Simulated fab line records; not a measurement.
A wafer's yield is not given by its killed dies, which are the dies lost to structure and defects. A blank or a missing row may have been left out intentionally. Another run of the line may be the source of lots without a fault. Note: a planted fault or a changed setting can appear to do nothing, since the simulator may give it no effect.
Matching of chambers	flow nand harc	ald hk-01 running NHARC_A_CHANNEL_FILL_D1_ALD_25: 4 sister chambers
The step deposits SiOx, target thk 60 nm, pulse time 10 s, ald cycles 600. 4 wafers are shown with their chamber, then 10 later ones without.

## WAFERS WITH THEIR CHAMBER
wafer	chamber	heater power outer w (W)
L085.1	1	227
L087.3	0	277
L088.2	3	194
L088.3	2	245

## WAFERS WHOSE CHAMBER IS MISSING
wafer	heater power outer w (W)
L088.5	269
L091.2	233
L091.5	244
L091.6	202
L094.1	246
L094.3	195
L094.5	237
L096.4	277
L096.1	196
L096.2	243

## WHICH CHAMBER EACH WENT THROUGH
wafer	from the rows above	in truth
L088.5	0	0
L091.2	can't be placed: 1 or 2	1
L091.5	2	2
L091.6	3	3
L094.1	2	2
L094.3	3	3
L094.5	can't be placed: 2 or 1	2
L096.4	0	0
L096.1	3	3
L096.2	2	2
8 of 10 placed correctly. Cannot be placed on the basis of these rows: 2; the candidates contain the true chamber in 2. Number placed wrongly: 0.
How it was worked out, from the rows above alone: a wafer's distance from a chamber is the root of the sum, over the readings, of the square of ((its reading less the chamber's mean) divided by the reading's scatter). The wafer belongs to the nearest chamber; if the next one is less than 2 further off, it can't be placed. A chamber's mean is the mean of its shown wafers. The scatter (one wafer shown for each chamber): square how far every hidden wafer sits from the nearest shown wafer, average those squares and take the square root.
